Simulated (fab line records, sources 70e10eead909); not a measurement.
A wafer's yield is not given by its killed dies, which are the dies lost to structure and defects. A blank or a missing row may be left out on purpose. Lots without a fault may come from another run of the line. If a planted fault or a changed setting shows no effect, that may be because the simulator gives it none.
A struck lot beside a sound one | flow nand-harc | 21 steps out of a route of 1302
Sound: wafers L980.2, L980.3, L980.4. Wafers L998.2, L998.4, L998.6 were the ones struck. At the end, the cause is stated.
Per side, at each step with rows, come the tool, then ch with its chambers, and then its first start. Under that, the readings that differ: sound wafers | struck wafers | difference of the means | sigmas: that difference in standard deviations of wafers without a fault.
alike: readings with means less than 2 such deviations apart, plus words and numbers identical on both sides. not compared: withheld readings, readings lacking a value on some wafer, bounds such as >300 that could conceal the same value, and numbers that have no deviation in the record and whose values overlap.
Wherever a step has rows on one side only, a row that says differs or no value, or a row with sigmas, the two part there. Numbers that don't overlap but have no deviation are shown without sigmas and don't part them. A reading missing from all wafers of one side parts the sides only when that side holds two or more wafers.

NHARC_P_CONTACT_CMP_24: polishes, t overpolish 30 s, target thk 200 nm.
  sound on cmp-01 ch 0,1,3, day 7 02:08; struck on cmp-01 ch 1,2, day 15 01:10
  alike: edge-zone-pressure-frac, motor-current-A, overpolish-run-s, slurry-flow-ml-min, time-to-endpoint-s
after that, 1 step had no rows for these wafers: NHARC_P_CONTACT_SRD_26.
NHARC_P_CONTACT_INSPECT_27:
  struck on defect-inspect-01, day 15 01:34; sound on defect-inspect-02, day 7 02:34
  alike: raw-defect-count
then, 8 steps without rows for these wafers: NHARC_P_M0_DEP_00 (deposits SiOC, target thk 150 nm); NHARC_P_M0_DEHYDRATE_01 (time 120 s); NHARC_P_M0_HMDS_02 (time 30 s); NHARC_P_M0_COAT_33 (time 65 s); NHARC_P_M0_COAT_03 (resist thk 90 nm); NHARC_P_M0_SOFTBAKE_04 (time 55 s); NHARC_P_M0_EBR_05; NHARC_P_M0_EXPOSE_06 (exposes mask P M0, target cd 90 nm).
NHARC_P_M0_PEB_07: peb time 65 s.
  sound on litho-track-01 ch 0, day 7 03:23; struck on litho-track-04 ch 0, day 15 02:23
  reading                  | sound                | struck               | difference | sigmas
  heater-power-total-W (W) | 157.1 156.9 156.0    | 159.8 159.5 160.2    | +3.2       | +8
  plate-temp-C (C)         | 100.16 100.16 100.15 | 101.63 101.52 101.66 | +1.45      | +12
  alike: chill-plate-temp-C
then, 1 step without rows for these wafers: NHARC_P_M0_DEVELOP_08 (develop time 35 s).
NHARC_P_M0_CD_MEAS_09 targets a cd of 90 nm.
  sound on cd-sem-03 ch 0, day 7 03:28; struck on cd-sem-01 ch 0, day 15 02:28
  reading    | sound          | struck         | difference | sigmas
  cd-nm (nm) | 90.4 90.2 90.8 | 95.6 95.3 95.5 | +5.0       | +8
NHARC_P_M0_OVL_MEAS_10: pitch 180 nm.
  struck on overlay-01, day 15 02:34; sound on overlay-02, day 7 03:33
  alike: overlay-x-nm, overlay-y-nm
NHARC_P_M0_INSPECT_11:
  struck on defect-inspect-01, day 15 02:36; sound on defect-inspect-02, day 7 03:35
  alike: raw-defect-count
NHARC_P_M0_DESCUM_14: chemistry O2, time 3 s.
  sound on rie-diel-04 ch 0,1,2, day 7 03:40; struck on rie-diel-04 ch 0,1,3, day 15 02:40
  reading               | sound             | struck           | difference | sigmas
  model.P_M0.cd-nm (nm) | 90.65 89.93 89.94 | 95.19 96.09 95.2 | +5.32      |
  alike: drypump-motor-current-A, oes-product-au, rf-vpp-V, showerhead-plenum-p-Torr, throttle-valve-pct
  not compared: rf-hours-counter-h
NHARC_P_M0_ETCH_34: etches the open film in N2/H2, target depth 40 nm, overetch 12 nm, time 43.94 s.
  sound on rie-diel-04 ch 0,1,3, day 7 03:44; struck on rie-diel-04 ch 0,1, day 15 02:46
  alike: drypump-motor-current-A, oes-product-au, rf-vpp-V, showerhead-plenum-p-Torr, throttle-valve-pct
  not compared: rf-hours-counter-h
NHARC_P_M0_ETCH_15: etches the open film in C4F8/Ar, target depth 150 nm, overetch 15 nm, time 82.5 s.
  sound: rie-diel-04 ch 0,1,3; struck: rie-diel-04 ch 0,1,3
  reading               | sound             | struck            | difference | sigmas
  model.P_M0.cd-nm (nm) | 91.04 89.91 89.69 | 95.07 95.65 95.15 | +5.08      |
  alike: oes-product-au, rf-vpp-V
  not compared: rf-hours-counter-h
NHARC_P_M0_CD_MEAS_16:
  struck on cd-sem-01, day 15 03:00; sound on cd-sem-01, day 7 03:57
  reading    | sound          | struck         | difference | sigmas
  cd-nm (nm) | 91.0 89.9 89.6 | 95.0 95.9 95.1 | +5.2       | +6
NHARC_END_SORT_01:
  the record has rows for the sound wafers here (prober-01 ch 0, day 26 02:47) and none for the struck ones

## WHERE THEY PART
First at NHARC_P_M0_PEB_07; last, within this record, at NHARC_END_SORT_01.

WHY: what the simulator had put in
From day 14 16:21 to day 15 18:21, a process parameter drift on litho-track-04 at NHARC_P_M0_PEB_07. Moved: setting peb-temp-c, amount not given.
